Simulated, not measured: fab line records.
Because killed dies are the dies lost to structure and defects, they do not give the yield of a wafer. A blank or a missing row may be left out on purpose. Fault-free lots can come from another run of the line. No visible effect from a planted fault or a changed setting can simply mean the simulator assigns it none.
Which tool was responsible? -- flow nand-harc -- Sampling: 11 lots, 33 wafers, 6 of 1302 route steps

== WHAT THE GAUGES SHOWED, per wafer ==
NHARC_A_BLC_CD_MEAS_10 targets a cd of 100 nm. Usual: cd-nm reads 99.9 nm (standard deviation 0.46).
lot,measured,on,cd-nm (nm),flag
L530,day 22 22:53,cd-sem-03,100.1 100.1 99.4,
L531,day 22 23:28,cd-sem-01,99.8 100.1 100.4,
L532,day 23 12:44,cd-sem-03,99.0 99.0 98.8,
L537,day 25 07:14,cd-sem-01,99.7 100.1 100.4,
L536,day 25 13:49,cd-sem-02,100.1 99.2 99.8,
L538,day 26 14:17,cd-sem-01,99.1 99.4 99.1,
L541,day 27 11:33,cd-sem-01,100.0 99.9 100.5,
L540,day 27 16:46,cd-sem-01,100.0 99.8 99.7,
L545,day 28 14:59,cd-sem-02,99.6 100.2 100.0,
L547,day 29 17:19,cd-sem-03,99.1 101.1 100.3,
L548,day 30 00:43,cd-sem-02,99.9 100.4 99.9,

NHARC_END_SORT_01. Usual: killed-at-array 59, standard deviation 17; killed-at-other 0.7, standard deviation 0.9; killed-at-periphery 3.6, standard deviation 2.3; killed-dies 63, standard deviation 18; killed-open 3.4, standard deviation 1.9; killed-short 2.6, standard deviation 1.7.
lot,measured,on,killed-at-array,killed-at-other,killed-at-periphery,killed-dies,killed-open,killed-short,flag
L532,day 25 09:56,prober-02,60 58 42,1 0 0,1 1 1,62 59 43,6 2 2,3 6 1,
L545,day 30 10:07,prober-01,674 675 674,0 0 1,3 2 2,677 677 677,5 0 4,2 1 1,OFF
L547,day 31 14:05,prober-02,671 674 672,0 0 1,6 3 4,677 677 677,4 1 1,4 4 3,OFF
L548,day 32 08:13,prober-01,674 675 673,1 0 2,2 2 2,677 677 677,3 2 6,3 1 6,OFF

== WHAT TOOL EACH LOT RAN ON (gives the tool, then ch and the chambers of the sampled wafers, and finally the start) ==
lot,NHARC_A_BLC_DESCUM_15,NHARC_A_BLC_STRIP_29,NHARC_A_BLC_CVD_24,NHARC_A_BLC_CMP_25
L530,"rie-diel-05 ch 0,1,3, day 22 23:05","rie-diel-01 ch 1,3, day 23 00:08","cvd-w-01 ch 0,1, day 23 01:05","cmp-01 ch 0,1, day 23 01:37"
L531,"rie-diel-03 ch 0,2,3, day 22 23:41","rie-diel-05 ch 1,2,3, day 23 00:43","cvd-w-02 ch 0,1, day 23 01:41","cmp-04 ch 0,2, day 23 02:13"
L532,"rie-diel-03 ch 1,2, day 23 12:55","rie-diel-05 ch 0,3, day 23 13:57","cvd-w-01 ch 0,1, day 23 14:59","cmp-01 ch 0,2,3, day 23 15:34"
L537,"rie-diel-05 ch 0,1,3, day 25 07:25","rie-diel-03 ch 1,2, day 25 08:39","cvd-w-01 ch 0,1, day 25 09:45","cmp-02 ch 2,3, day 25 10:13"
L536,"rie-diel-03 ch 1,2, day 25 13:59","rie-diel-01 ch 0,1,2, day 25 15:04","cvd-w-02 ch 0,1, day 25 16:10","cmp-04 ch 2,3, day 25 16:32"
L538,"rie-diel-03 ch 1,2,3, day 26 14:29","rie-diel-05 ch 0,1,3, day 26 15:32","cvd-w-02 ch 0, day 26 16:55","cmp-01 ch 0,1,2, day 26 17:30"
L541,"rie-diel-05 ch 0,1,2, day 27 11:46","rie-diel-05 ch 0,1, day 27 12:59","cvd-w-01 ch 0,1, day 27 14:48","cmp-02 ch 1,2, day 27 15:11"
L540,"rie-diel-05 ch 1,2, day 27 16:59","rie-diel-05 ch 0,1,3, day 27 18:29","cvd-w-01 ch 0,1, day 27 19:38","cmp-01 ch 0,3, day 27 20:02"
L545,"rie-diel-01 ch 0,3, day 28 15:10","rie-diel-03 ch 0,1,3, day 28 16:13","cvd-w-02 ch 0,1, day 28 17:19","cmp-01 ch 0,2,3, day 28 17:45"
L547,"rie-diel-05 ch 0,1,2, day 29 17:30","rie-diel-03 ch 0,1,2, day 29 18:32","cvd-w-02 ch 0,1, day 29 19:35","cmp-04 ch 1,2,3, day 29 20:02"
L548,"rie-diel-05 ch 0,2, day 30 00:54","rie-diel-05 ch 0,1,3, day 30 01:57","cvd-w-01 ch 0,1, day 30 02:55","cmp-02 ch 1,2,3, day 30 03:27"
- NHARC_A_BLC_DESCUM_15: chemistry O2, time 3 s.
- NHARC_A_BLC_STRIP_29: strips in CF4.
- NHARC_A_BLC_CVD_24: deposits W, target thk 150 nm, time 434 s.
- NHARC_A_BLC_CMP_25: polishes, t overpolish 30 s, target thk 150 nm.

== AS READ BY THE TOOLS THEMSELVES (means over the sampled wafers that have a number; for cases with no such wafer, the mark the record gives instead) ==
NHARC_A_BLC_DESCUM_15. Usual: drypump-motor-current-A 5.57 A, standard deviation 0.23; mfc-ar-sccm 0.010 sccm, standard deviation 0.014; oes-product-au 0.999 a.u., standard deviation 0.0088; rf-vpp-V 57.8 V, standard deviation 0.88; showerhead-plenum-p-Torr 1.93 Torr, standard deviation 0.071; throttle-valve-pct 11.311 %, standard deviation 0.0095.
lot,tool,drypump-motor-current-A (A),mfc-ar-sccm (sccm),oes-product-au (a.u.),rf-vpp-V (V),showerhead-plenum-p-Torr (Torr),throttle-valve-pct (%),flag
L530,rie-diel-05,5.50,0.007,0.995,58.2,1.95,11.316,
L531,rie-diel-03,5.75,0.013,1.007,57.5,1.96,11.307,
L532,rie-diel-03,5.66,0.013,0.996,58.8,1.88,11.308,
L537,rie-diel-05,5.48,0.007,0.993,58.4,1.94,11.307,
L536,rie-diel-03,5.66,0.013,1.002,57.9,1.88,11.312,
L538,rie-diel-03,5.72,0.013,1.007,57.3,1.90,11.316,
L541,rie-diel-05,5.55,0.016,0.990,57.7,1.97,11.314,
L540,rie-diel-05,5.53,0.026,0.995,58.0,1.97,11.307,
L545,rie-diel-01,5.51,0.007,1.003,57.4,1.83,11.309,
L547,rie-diel-05,5.55,0.016,0.996,58.3,1.97,11.320,
L548,rie-diel-05,5.61,0.009,0.995,58.2,1.99,11.307,

NHARC_A_BLC_STRIP_29. Usual: drypump-motor-current-A 5.55 A, standard deviation 0.25; mfc-ar-sccm 0.011 sccm, standard deviation 0.013; oes-product-au 0.999 a.u., standard deviation 0.0077; rf-vpp-V 59.4 V, standard deviation 0.77; showerhead-plenum-p-Torr 1.78 Torr, standard deviation 0.06; throttle-valve-pct 13.283 %, standard deviation 0.0086.
lot,tool,drypump-motor-current-A (A),mfc-ar-sccm (sccm),oes-product-au (a.u.),rf-vpp-V (V),showerhead-plenum-p-Torr (Torr),throttle-valve-pct (%),flag
L530,rie-diel-01,4.96,0.006,1.000,59.3,1.76,13.287,
L531,rie-diel-05,5.47,0.016,0.996,60.2,1.80,13.283,
L532,rie-diel-05,5.56,0.000,0.999,58.5,1.82,13.280,
L537,rie-diel-03,5.84,0.025,0.992,58.6,1.79,13.284,
L536,rie-diel-01,5.45,0.008,1.000,59.1,1.72,13.281,
L538,rie-diel-05,5.47,0.007,0.999,59.1,1.80,13.289,
L541,rie-diel-05,5.49,0.014,0.995,59.4,1.79,13.290,
L540,rie-diel-05,5.50,0.007,0.994,59.4,1.80,13.289,
L545,rie-diel-03,5.59,0.000,1.000,59.4,1.76,13.283,
L547,rie-diel-03,5.71,0.013,0.997,59.3,1.79,13.288,
L548,rie-diel-05,5.49,0.007,1.001,59.2,1.79,13.280,

NHARC_A_BLC_CVD_24. Usual: chamber-pressure-Torr 39.99 Torr, standard deviation 0.1; heater-power-outer-w 266 W, standard deviation 12; heater-power-w 475 W, standard deviation 25; mfc-ar-sccm 1561 sccm, standard deviation 5.2; throttle-valve-pct 8.0 %, standard deviation 0.36.
lot,tool,chamber-pressure-Torr (Torr),heater-power-outer-w (W),heater-power-w (W),mfc-ar-sccm (sccm),throttle-valve-pct (%),flag
L530,cvd-w-01,39.91,278,494,1561,8.0,
L531,cvd-w-02,40.02,259,456,1563,7.9,
L532,cvd-w-01,40.02,277,484,1559,8.3,
L537,cvd-w-01,39.94,271,486,1554,8.0,
L536,cvd-w-02,40.04,261,457,1557,7.7,
L538,cvd-w-02,40.12,264,475,1564,7.8,
L541,cvd-w-01,39.92,278,495,1553,8.2,
L540,cvd-w-01,40.07,275,486,1562,7.9,
L545,cvd-w-02,-,-,-,-,-,OFF
L547,cvd-w-02,-,-,-,-,-,OFF
L548,cvd-w-01,-,-,-,-,-,OFF

NHARC_A_BLC_CMP_25. Usual: edge-zone-pressure-frac 0.999, standard deviation 0.0049; motor-current-A 12.0 A, standard deviation 1.5; overpolish-run-s 29.999 s, standard deviation 0.0085; slurry-filter-dp-kPa 13.50 kPa, standard deviation 0.13; time-to-endpoint-s 29.6 s, standard deviation 2.
lot,tool,edge-zone-pressure-frac,motor-current-A (A),overpolish-run-s (s),slurry-filter-dp-kPa (kPa),time-to-endpoint-s (s),flag
L530,cmp-01,1.005,10.5,30.000,13.43,29.1,
L531,cmp-04,0.996,13.7,29.999,13.53,30.4,
L532,cmp-01,0.996,10.7,29.994,13.42,28.2,
L537,cmp-02,1.003,12.2,29.996,13.46,29.8,
L536,cmp-04,1.001,13.7,29.999,13.45,31.3,
L538,cmp-01,0.999,10.7,29.997,13.55,29.3,
L541,cmp-02,0.998,12.0,29.996,13.46,27.3,
L540,cmp-01,0.995,10.2,30.004,13.36,27.3,
L545,cmp-01,0.996,10.7,30.003,13.50,0.8,OFF
L547,cmp-04,0.998,13.4,30.006,13.57,1.8,OFF
L548,cmp-02,1.003,12.5,30.007,13.54,0.0,OFF

== THE ANSWER, worked out from the rows above alone ==
Rule: a lot is off if the mean of its wafers that have a number lies more than 3 standard deviations from the usual mean. A lot without any number at a reading at which 4 lots or more have one is off too. Any other lot the step has rows for is counted as sound. The gauges are gone through in route order, then the tools' own readings, and for those a lot's mean is taken as printed above. The first step at which some lot is off is used, and at that step the reading that is off furthest; a lot without a number counts as furthest.
Off: L545, L547, L548, at NHARC_END_SORT_01 (killed-at-array). Neither off nor sound, because the step has no rows for them: L530, L531, L537, L536, L538, L541, L540.
If a tool, at a process step before that reading, ran all the lots that are off and no sound lot after the first of them, it fits. Not tried: the gauges at NHARC_END_SORT_01; whatever is off there is also off at NHARC_A_BLC_CVD_24, on other tools, and gauge error can't account for it. Of those tried, none fits.

== WHAT THE SIMULATOR HAD PUT IN ==
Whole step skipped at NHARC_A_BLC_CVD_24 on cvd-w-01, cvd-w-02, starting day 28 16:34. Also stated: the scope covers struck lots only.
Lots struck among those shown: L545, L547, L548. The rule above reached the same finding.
